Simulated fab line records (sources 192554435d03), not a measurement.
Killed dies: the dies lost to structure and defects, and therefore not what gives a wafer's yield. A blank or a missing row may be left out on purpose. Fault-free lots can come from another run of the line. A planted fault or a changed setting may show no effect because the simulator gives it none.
Split-lot study + flow n5_finfet + on a route of 1938 steps: 7 lots, 39 wafers read

== THE SPLIT ==
At N5_SD_EPI_N_ETCH_16 (etches SiO2 in CHF3/O2, target depth 5 nm), the setting target_depth_a was moved away from the recipe's 50 angstrom on 15 of the 39 wafers read, by -12.5% to +12.2%. For the rest of the wafers, this setting stayed at what the recipe calls for.

The split's own step is where the reading is taken.

== THE READING ==
etch.depth_nm (the simulator's own value, which no gauge read), in nm, at N5_SD_EPI_N_ETCH_16 (etches SiO2 in CHF3/O2, target depth 5 nm). The file gives no usual value for it. Here, 24 wafers ran the recipe; their average is 4.984 nm with a standard deviation of 0.11 nm.

| wafer  | tool, chamber at the split | target_depth_a as run, angstrom | against the recipe | etch.depth_nm, nm | against lot-mates on the recipe |
|--------|----------------------------|---------------------------------|--------------------|-------------------|---------------------------------|
| L074.1 | rie_diel-06, 0             | 50                              | recipe             | 4.886             | -                               |
| L074.2 | rie_diel-06, 1             | 50                              | recipe             | 4.986             | -                               |
| L074.3 | rie_diel-06, 3             | 43.77                           | -12.5%             | 4.3               | -0.619                          |
| L074.4 | rie_diel-06, 0             | 50                              | recipe             | 4.884             | -                               |
| L074.5 | rie_diel-06, 3             | 43.77                           | -12.5%             | 4.311             | -0.608                          |
| L074.6 | rie_diel-06, 1             | 43.77                           | -12.5%             | 4.334             | -0.585                          |
| L076.1 | rie_diel-05, 1             | 54.99                           | +10.0%             | 5.383             | +0.213                          |
| L076.2 | rie_diel-05, 0             | 50                              | recipe             | 5.255             | -                               |
| L076.3 | rie_diel-05, 3             | 54.99                           | +10.0%             | 5.49              | +0.320                          |
| L076.4 | rie_diel-05, 2             | 50                              | recipe             | 5.012             | -                               |
| L076.5 | rie_diel-05, 3             | 54.99                           | +10.0%             | 5.479             | +0.309                          |
| L076.6 | rie_diel-05, 0             | 50                              | recipe             | 5.244             | -                               |
| L077.1 | rie_diel-05, 0             | 50                              | recipe             | 5.164             | -                               |
| L077.2 | rie_diel-05, 2             | 50                              | recipe             | 4.896             | -                               |
| L077.3 | rie_diel-05, 3             | 46.07                           | -7.9%              | 4.52              | -0.451                          |
| L077.4 | rie_diel-05, 1             | 50                              | recipe             | 4.853             | -                               |
| L077.5 | rie_diel-05, 1             | 46.07                           | -7.9%              | 4.467             | -0.504                          |
| L077.6 | rie_diel-05, 2             | 46.07                           | -7.9%              | 4.494             | -0.477                          |
| L083.1 | rie_diel-06, 1             | 50                              | recipe             | 5.025             | -                               |
| L083.2 | rie_diel-06, 2             | 44.36                           | -11.3%             | 4.355             | -0.609                          |
| L083.3 | rie_diel-06, 3             | 44.36                           | -11.3%             | 4.412             | -0.552                          |
| L083.4 | rie_diel-06, 0             | 50                              | recipe             | 4.926             | -                               |
| L083.5 | rie_diel-06, 2             | 44.36                           | -11.3%             | 4.37              | -0.594                          |
| L083.6 | rie_diel-06, 3             | 50                              | recipe             | 4.94              | -                               |
| L082.1 | rie_diel-05, 0             | 50                              | recipe             | 5.164             | -                               |
| L082.4 | rie_diel-05, 1             | 50                              | recipe             | 4.888             | -                               |
| L082.5 | rie_diel-05, 2             | 50                              | recipe             | 4.925             | -                               |
| L085.1 | rie_diel-05, 2             | 50                              | recipe             | 4.918             | -                               |
| L085.2 | rie_diel-05, 3             | 56.09                           | +12.2%             | 5.517             | +0.621                          |
| L085.3 | rie_diel-05, 0             | 56.09                           | +12.2%             | 5.848             | +0.952                          |
| L085.4 | rie_diel-05, 1             | 50                              | recipe             | 4.871             | -                               |
| L085.5 | rie_diel-05, 3             | 56.09                           | +12.2%             | 5.556             | +0.660                          |
| L085.6 | rie_diel-05, 2             | 50                              | recipe             | 4.898             | -                               |
| L091.1 | rie_diel-02, 1             | 50                              | recipe             | 4.997             | -                               |
| L091.2 | rie_diel-02, 3             | 50                              | recipe             | 4.993             | -                               |
| L091.3 | rie_diel-02, 0             | 50                              | recipe             | 5.032             | -                               |
| L091.4 | rie_diel-02, 2             | 50                              | recipe             | 4.916             | -                               |
| L091.5 | rie_diel-02, 1             | 50                              | recipe             | 5.034             | -                               |
| L091.6 | rie_diel-02, 2             | 50                              | recipe             | 4.92              | -                               |

THE FIT
A straight line over all 39 wafers: etch.depth_nm changes by +0.0533 nm for each +1% of target_depth_a; r = +0.96; the points scatter about the line by 0.11 nm.
The same after taking each lot's own level away (the mean of its wafers on the recipe; 39 wafers): +0.05 nm for each +1%; r = +0.95; scatter 0.11 nm.
Per that fit: largest target_depth_a move, reading shift of 0.62 nm.
Measured against the standard deviation above, the lots' own levels, which go from 4.8957 to 5.1703 nm, span 2.4 times it.
Consequently the slope shifts little with the lot-to-lot level, the two slopes agreeing.
Check: -0.638 nm against its lot-mates is what the line predicts for one of the wafers moved furthest among these (-12.5%) when that wafer is left out of the fit. Against them it came out at -0.619 nm.

== OTHER SPLITS ON THESE WAFERS ==
Note: prior to the reading, these wafers also went through further splits. Each is held against what the fit with the lots' levels taken away leaves over:
| other split on the same wafers        | wafers away from the commonest value | r with etch.depth_nm (lot level and that fit taken away) |
|---------------------------------------|--------------------------------------|----------------------------------------------------------|
| N5_WELL_APT_EXPOSE_22 dose_mj         | 15                                   | -0.19                                                    |
| N5_FIN_SAQP_SPACER1_ALD_24 ald_cycles | 15                                   | -0.19                                                    |
| N5_FIN_CUT_EXPOSE_05 dose_mj          | 12                                   | -0.08                                                    |
| N5_DUMMY_GATE_ETCH_42 bias_w          | 15                                   | -0.13                                                    |
| N5_SD_EPI_N_ETCH_45 target_depth_a    | 15                                   | +0.16                                                    |

== THE FILE'S OWN FIT ==
etch.depth_nm changes by +0.0502 nm for each +1% of target_depth_a, r = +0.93.
